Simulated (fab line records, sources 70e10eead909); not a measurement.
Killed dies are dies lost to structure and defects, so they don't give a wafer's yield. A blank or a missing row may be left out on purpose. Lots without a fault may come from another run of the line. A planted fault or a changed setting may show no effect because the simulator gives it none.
fab line records | flow nand_harc
record lots=5 wafers=15 last_day=24
route steps=1159 shown A_SLIT@797 A_SIN_REMOVE@804 A_WL_FILL@809 END@1159
lots that met no fault: from a run of the same line without faults
start_h: hours from the record's first day to the start of the lot's first wafer shown | wait_h: hours since the lot's step before | " the same as in the row above | L1.1+2: a row that stands for several wafers | - no value, or no start given | * or withheld: withheld | < > ~ a bound
route shown NAME@n: a module of which the file shows steps, and the number in the route of the first | usual: mean/standard deviation of fault-free wafers | same: alike in all rows | chamber/n: place in a boat | sites: the reading at each site | _std_site: their standard deviation | _edge_site: outer sites' mean less inner sites' | radius_mm: how far each site lies from the wafer's centre | mask NAME#n: copy n | behind: the tool/chamber that last shaped the wafer | hold: why the lot was held/for how many hours/how that ended | device: the transistor (n, p or np) that didn't switch | end of line: the same wafers' tests at the end of the route | a step without rows: its recipe alone | killed: dies lost to structure and defects at the first sort, not the wafer's yield | map: a wafer's dies, x killed, . not, _ none there
set.NAME: the setting as run; set.NAME@STEP: as run at that earlier step | model.NAME: the simulator's own value behind a step, which no gauge read
lots at some steps of the route; a table a step, a row a wafer
services: from which hour (start_h, from the record's first day; less than 0 if before it) a tool's chamber was out of use, for how many hours, and why
## steps
# step NHARC_A_SLIT_ETCH_26
# recipe bias_v=400 source_w=2000 pressure_mtorr=25 time_s=90 ar_flow_sccm=375 c4f8_flow_sccm=41.7 o2_flow_sccm=83.3 target_depth_a=4000 chemistry=C4F8/O2/Ar
# usual drypump_motor_current_A=5.5/0.42 he_backside_leak_sccm=5.3/0.42 showerhead_plenum_p_Torr=3.77/0.089 throttle_valve_pct=27.620/0.0082
# columns lot.wafer tool chamber start_h wait_h drypump_motor_current_A he_backside_leak_sccm rf_hours_counter_h showerhead_plenum_p_Torr throttle_valve_pct
L137.2 har_etch-02 1 337.89 1.2 6.1 5.2 180 3.79 27.622
L137.4 " 1 " " 6.1 5.3 - 3.79 27.616
L137.5 " 1 " " 6.1 5.4 - 3.79 27.629
L136.2 har_etch-01 0 339.10 1.0 5.0 5.4 8 3.83 27.615
L136.3 " 0 " " 5.0 5.2 - 3.83 27.619
L136.5 " 1 " " 5.4 4.9 - 3.64 27.621
L149.2 har_etch-01 0 407.94 1.2 5.0 5.2 39 3.81 27.618
L149.1 " 1 " " 5.4 5.2 39 3.63 27.608
L149.4 " 1 " " 5.4 5.2 - 3.63 27.618
L150.1 har_etch-02 1 427.27 1.3 6.2 5.3 217 3.77 27.607
L150.4 " 1 " " 6.1 5.5 - 3.77 27.615
L150.3 " 0 " " 5.7 5.3 - 3.85 27.616
L156.2 har_etch-01 0 449.18 1.2 5.0 5.6 53 3.80 27.617
L156.1 " 1 " " 5.3 5.4 53 3.62 27.611
L156.3 " 0 " " 5.0 5.6 - 3.80 27.618
# step NHARC_A_SLIT_STRIP_28
# recipe o2_flow_sccm=400 cos_flow_sccm=20 ar_flow_sccm=0 bias_w=0 chemistry=O2/COS
# step NHARC_A_SLIT_ETCH_29
# recipe target_depth_a=1000 overetch_a=100 time_s=55 ion_energy_ev=100 cf4_flow_sccm=80 o2_flow_sccm=20 ar_flow_sccm=0 rf_w=300 bias_w=100 chemistry=CF4/O2
# usual cf4_flow_sccm=80.00/0.23 drypump_motor_current_A=5.5/0.52 oes_product_au=1.000/0.008 rf_vpp_V=197.6/1.6 showerhead_plenum_p_Torr=1.32/0.07 throttle_valve_pct=13.397/0.0091
# columns lot.wafer tool chamber start_h wait_h cf4_flow_sccm drypump_motor_current_A oes_product_au rf_hours_counter_h rf_vpp_V showerhead_plenum_p_Torr throttle_valve_pct
L137.2 rie_diel-07 3 338.50 0.1 80.42 6.6 1.011 7 195.6 1.25 13.412
L137.4 " 1 " " 80.27 5.7 0.982 6 197.9 1.31 13.393
L137.5 " 0 " " 79.92 5.6 1.005 - 199.8 1.42 13.395
L136.2 rie_diel-09 3 339.70 0.1 79.61 5.3 0.994 6 199.6 1.42 13.386
L136.3 " 0 " " 80.00 5.1 1.009 6 196.0 1.25 13.409
L136.5 " 0 " " 80.01 5.1 1.009 - 194.9 1.25 13.399
L149.2 rie_diel-01 2 408.56 0.1 79.77 6.5 1.002 5 196.7 1.28 13.401
L149.1 " 3 " " 80.04 5.1 1.002 6 198.6 1.37 13.396
L149.4 " 0 " " 79.70 5.8 0.997 7 196.5 1.24 13.396
L150.4 rie_diel-01 1 427.89 0.1 80.19 5.6 1.008 7 195.8 1.26 13.408
L150.3 " 3 " " 79.90 5.1 1.002 7 198.1 1.37 13.386
L150.1 " 0 " " 79.67 5.9 0.994 8 195.8 1.24 13.416
L156.3 rie_diel-09 2 449.79 0.1 80.02 5.3 1.010 1 196.1 1.25 13.399
L156.2 " 3 " " 79.82 5.3 0.989 1 200.2 1.42 13.396
L156.1 " 1 " " 80.13 5.1 0.995 1 197.7 1.34 13.402
# step NHARC_A_SLIT_STRIP_18
# recipe o2_flow_sccm=500 ar_flow_sccm=0 bias_w=0 chemistry=O2
# usual drypump_motor_current_A=5.5/0.48 oes_product_au=0.998/0.0096 rf_vpp_V=57.7/0.96 showerhead_plenum_p_Torr=3.49/0.18 throttle_valve_pct=17.037/0.0086
# columns lot.wafer tool chamber start_h wait_h drypump_motor_current_A oes_product_au rf_hours_counter_h rf_vpp_V showerhead_plenum_p_Torr throttle_valve_pct
L137.4 rie_diel-07 2 - - 5.2 1.003 6 57.9 3.74 17.040
L137.2 " 1 " " 5.7 0.997 6 57.2 3.47 17.026
L137.5 " 3 " " 6.6 1.023 - 58.1 3.30 17.039
L136.3 rie_diel-09 1 - - 5.1 0.996 8 58.6 3.55 17.024
L136.2 " 3 " " 5.3 0.998 6 59.7 3.75 17.044
L136.5 " 1 " " 5.1 1.002 - 56.9 3.55 17.031
L149.2 rie_diel-01 0 - - 5.9 0.994 7 57.4 3.29 17.044
L149.1 " 1 " " 5.7 1.009 6 58.5 3.33 17.038
L149.4 " 3 " " 5.1 1.000 6 57.7 3.63 17.045
L150.4 rie_diel-01 1 - - 5.7 1.008 7 56.5 3.33 17.037
L150.3 " 2 " " 6.6 0.999 6 57.4 3.40 17.030
L150.1 " 3 " " 5.1 1.009 7 57.7 3.63 17.032
L156.1 rie_diel-09 2 - - 5.3 1.003 1 57.9 3.32 17.052
L156.3 " 0 " " 5.1 0.987 1 57.1 3.32 17.023
L156.2 " 1 " " 5.1 0.987 1 58.3 3.54 17.040
# step NHARC_A_SLIT_PRECLEAN_19
# recipe time_s=* temp_c=50 bath_age_min=0 chemistry=SC1
# step NHARC_A_SLIT_SRD_20
# step NHARC_A_SLIT_CD_MEAS_21
# usual cd_nm=289.4/0.84
# columns lot.wafer tool chamber start_h wait_h cd_nm
L137.2 cd_sem-02 - 339.04 - 289.1
L137.4 " - " " 288.6
L137.5 " - " " 288.5
L136.2 cd_sem-03 - 340.31 - 289.2
L136.3 " - " " 288.3
L136.5 " - " " 288.9
L149.1 cd_sem-01 - 409.10 - 288.7
L149.2 " - " " 289.3
L149.4 " - " " 289.5
L150.1 cd_sem-01 - 428.44 - 289.9
L150.3 " - " " 289.3
L150.4 " - " " 288.9
L156.1 cd_sem-01 - 450.34 - 290.5
L156.2 " - " " 290.2
L156.3 " - " " 289.4
# step NHARC_A_SIN_REMOVE_WET_00
# recipe temp_c=160 time_s=15300 chemistry=H3PO4
# step NHARC_A_SIN_REMOVE_PRECLEAN_01
# recipe time_s=* temp_c=50 bath_age_min=0 chemistry=SC1
# step NHARC_A_SIN_REMOVE_SRD_02
# step NHARC_A_SIN_REMOVE_INSPECT_04
# usual raw_defect_count=348/120
# columns lot.wafer tool chamber start_h wait_h raw_defect_count
L137.2 defect_inspect-02 - 346.41 0.0 216
L137.4 " - " " 296
L137.5 " - " " 283
L136.2 defect_inspect-01 - 346.43 0.0 271
L136.3 " - " " 323
L136.5 " - " " 305
L149.1 defect_inspect-02 - 417.01 0.0 207
L149.2 " - " " 321
L149.4 " - " " 348
L150.1 defect_inspect-01 - 436.12 0.0 565
L150.3 " - " " 475
L150.4 " - " " 335
L156.1 defect_inspect-02 - 457.30 0.0 219
L156.2 " - " " 195
L156.3 " - " " 303
# step NHARC_A_WL_FILL_ALD_00
# recipe target_thk_a=30 pulse_time_s=3 ald_cycles=30 temp_c=300 material=Al2O3
# usual ald_cycles=30/0 heater_power_w=477/54 precursor_pulse_height_rel=0.999/0.02
# columns lot.wafer tool chamber start_h wait_h ald_cycles heater_power_w precursor_pulse_height_rel
L137.4 ald_hk-03 2 347.03 0.6 30 492 0.988
L137.2 " 3 " " 30 528 0.999
L137.5 " 1 " " 30 423 1.014
L136.3 ald_hk-03 3 347.36 0.9 30 521 1.008
L136.2 " 0 " " 43 500 1.032
L136.5 " 3 " " 30 526 1.013
L149.1 ald_hk-03 1 418.07 1.1 30 432 0.981
L149.4 " 2 " " 30 483 0.985
L149.2 " 0 " " 30 503 1.003
L150.1 ald_hk-04 2 436.38 0.3 30 526 1.000
L150.3 " 3 " " 30 437 1.000
L150.4 " 0 " " 30 535 0.977
L156.3 ald_hk-01 1 457.37 0.1 30 434 1.028
L156.1 " 3 " " 30 481 1.016
L156.2 " 0 " " 30 448 1.039
# step NHARC_A_WL_FILL_RTA_01
# recipe temp_c=1000 time_s=5
# usual lamp_power_pct=28.88/0.17 lamp_zone_1_pct=28.88/0.17 lamp_zone_7_pct=29.35/0.18 wafer_temp_C_max=1005.3/1.5
# columns lot.wafer tool chamber start_h wait_h lamp_power_pct lamp_zone_1_pct lamp_zone_7_pct wafer_temp_C_max
L137.2 rtp_anneal-01 0 347.31 - 29.01 29.05 29.52 1004.9
L137.4 " 0 " " 29.06 29.05 29.51 1002.7
L137.5 " 0 " " 29.03 29.02 29.51 1004.2
L136.2 rtp_anneal-02 0 347.75 - 28.67 28.72 29.17 1006.1
L136.3 " 0 " " 28.68 28.74 29.15 1006.1
L136.5 " 0 " " 28.70 28.72 29.14 1006.9
L149.1 rtp_anneal-02 0 418.35 - 28.69 28.71 29.14 1007.4
L149.2 " 0 " " 28.69 28.71 29.20 1005.9
L149.4 " 0 " " 28.69 28.68 29.17 1006.6
L150.1 rtp_anneal-02 0 436.62 - 28.70 28.70 29.19 1006.3
L150.3 " 0 " " 28.69 28.68 29.12 1008.2
L150.4 " 0 " " 28.70 28.72 29.16 1006.2
L156.1 rtp_anneal-02 0 457.74 - 28.67 28.64 29.17 1004.5
L156.2 " 0 " " 28.67 28.67 29.16 1005.6
L156.3 " 0 " " 28.70 28.66 29.14 1007.3
# step NHARC_END_SORT_01
# recipe temp_c=25
# usual killed_at_array=25/9.2 killed_at_other=0.9/1.3 killed_at_periphery=3.3/2.3 killed_dies=29/9.6 killed_open=3.2/1.8 killed_short=2/1.4
# same gross_dies=677
# columns lot.wafer tool chamber start_h wait_h killed_at_array killed_at_other killed_at_periphery killed_dies killed_open killed_short
L149.1 prober-01 0 529.50 2.5 14 6 3 23 3 4
L149.2 prober-01 0 530.31 2.8 13 3 4 20 3 3
L149.4 prober-01 0 531.91 3.4 14 1 6 21 3 1
L150.1 prober-01 0 551.66 2.5 34 0 6 40 2 5
L150.3 prober-01 0 553.28 3.1 46 0 7 53 5 2
L150.4 prober-01 0 554.09 3.4 30 0 3 33 0 0
L156.1 prober-01 0 567.32 2.5 19 2 1 22 3 4
L156.2 prober-01 0 568.13 2.8 16 1 9 26 6 1
L156.3 prober-01 0 568.94 3.1 14 2 8 24 3 2
# killed by level:class
L149.1 THIN_TSV:chamber_film_flake=6 A_CHANNEL_HOLE_D1:chamber_film_flake=3 A_STAIRCASE:chamber_film_flake=3 A_CONTACT:chamber_film_flake=2 P_GATE:geometric_particle:open=1 P_M0:geometric_particle:open=1 A_CHANNEL_FILL_D1:geometric_particle:short=1 A_CHANNEL_FILL_D1:geometric_particle:open=1
L149.2 A_CHANNEL_HOLE_D1:chamber_film_flake=3 A_STAIRCASE:chamber_film_flake=3 THIN_TSV:chamber_film_flake=3 P_CONTACT:chamber_film_flake=2 P_CONTACT:geometric_particle:open=1 A_CHANNEL_FILL_D1:geometric_particle:open=1 A_CHANNEL_FILL_D1:geometric_particle:short=1 A_WL_FILL:geometric_particle:short=1
L149.4 A_CHANNEL_HOLE_D1:chamber_film_flake=5 A_STAIRCASE:chamber_film_flake=3 A_CONTACT:chamber_film_flake=3 P_CONTACT:chamber_film_flake=2 P_GATE:geometric_particle:short=1 P_M0:geometric_particle:open=1 P_M1:geometric_particle:open=1 A_CONTACT:geometric_particle:open=1
L150.1 A_CHANNEL_HOLE_D1:chamber_film_flake=16 A_SLIT:chamber_film_flake=10 A_CONTACT:chamber_film_flake=3 A_WL_FILL:geometric_particle:short=2 P_ZERO_WELL:chamber_film_flake=2 P_CONTACT:chamber_film_flake=2 P_M2:geometric_particle:open=1 P_M2:geometric_particle:short=1
L150.3 A_CHANNEL_HOLE_D1:chamber_film_flake=23 A_SLIT:chamber_film_flake=15 A_CONTACT:chamber_film_flake=4 P_CONTACT:geometric_particle:open=2 P_CONTACT:chamber_film_flake=2 P_M0:geometric_particle:open=1 A_ONON_D1:geometric_particle:short=1 A_CHANNEL_FILL_D1:geometric_particle:open=1
L150.4 A_CHANNEL_HOLE_D1:chamber_film_flake=13 A_SLIT:chamber_film_flake=13 A_CONTACT:chamber_film_flake=4 P_M1:chamber_film_flake=2 P_ZERO_WELL:chamber_film_flake=1
L156.1 A_CHANNEL_HOLE_D1:chamber_film_flake=5 A_CONTACT:chamber_film_flake=4 A_WL_FILL:geometric_particle:short=2 A_STAIRCASE:chamber_film_flake=2 A_SLIT:chamber_film_flake=2 THIN_TSV:chamber_film_flake=2 P_M0:geometric_particle:open=1 A_CHANNEL_FILL_D1:geometric_particle:short=1
L156.2 P_M2:chamber_film_flake=5 A_CONTACT:chamber_film_flake=5 A_CHANNEL_HOLE_D1:chamber_film_flake=4 A_CHANNEL_FILL_D1:geometric_particle:open=2 P_CONTACT:geometric_particle:open=1 P_M0:geometric_particle:open=1 A_SOURCE_PLATE:geometric_particle:short=1 A_BLC:geometric_particle:open=1
L156.3 P_M2:chamber_film_flake=5 A_CONTACT:chamber_film_flake=4 A_CHANNEL_HOLE_D1:chamber_film_flake=3 A_SLIT:chamber_film_flake=3 THIN_TSV:chamber_film_flake=2 P_CONTACT:geometric_particle:open=1 P_M0:geometric_particle:short=1 P_M0:geometric_particle:open=1
## services
# columns tool chamber start_h hours kind
rie_diel-01 - 314.87 9.0 pm
rie_diel-01 0 314.87 9.0 vent_cycle
rie_diel-01 1 314.87 9.0 vent_cycle
rie_diel-01 2 314.87 9.0 vent_cycle
rie_diel-01 3 314.87 9.0 vent_cycle
rie_diel-01 0 323.87 - clean
rie_diel-01 1 323.87 - clean
rie_diel-01 2 323.87 - clean
rie_diel-01 3 323.87 - clean
ald_hk-03 - 327.12 10.0 pm
rie_diel-01 - 335.22 1.2 repair
rie_diel-09 0 336.61 - clean
rie_diel-09 2 337.51 2.6 repair
rie_diel-01 3 362.01 11.5 repair
rie_diel-01 1 385.48 8.4 repair
rie_diel-01 2 389.09 8.0 repair
rtp_anneal-02 - 397.18 2.6 repair
rie_diel-07 1 397.80 6.8 repair
rie_diel-07 - 405.20 9.0 pm
ald_hk-01 - 406.00 10.0 pm
rie_diel-01 1 415.69 9.1 repair
rie_diel-09 - 431.11 9.0 pm
har_etch-01 - 445.60 1.9 repair
rie_diel-09 - 455.34 0.6 repair
## key
first_sign step=NHARC_A_WL_FILL_ALD_00 reading=ald_cycles direction=up sigmas=99+ usual=30 struck=43
effect none on later readings
met_at NHARC_A_WL_FILL_ALD_00
struck_wafers L136.2
tester_left_out L136
fault kind=process_parameter_drift tool=ald_hk-03 chamber=0 onset_h=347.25 steps=NHARC_A_WL_FILL_ALD_00 channel=ald_cycles offset=13 shape=step end_h=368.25 acts_in=these_recipes_only stated=30
# tester_left_out: of these lots the tester's yield and bins aren't shown, on N5 and GAA mostly nor the transistor test; their killed dies are dies lost to structure and defects alone, not to doping, threshold or leakage, so they don't give the yield
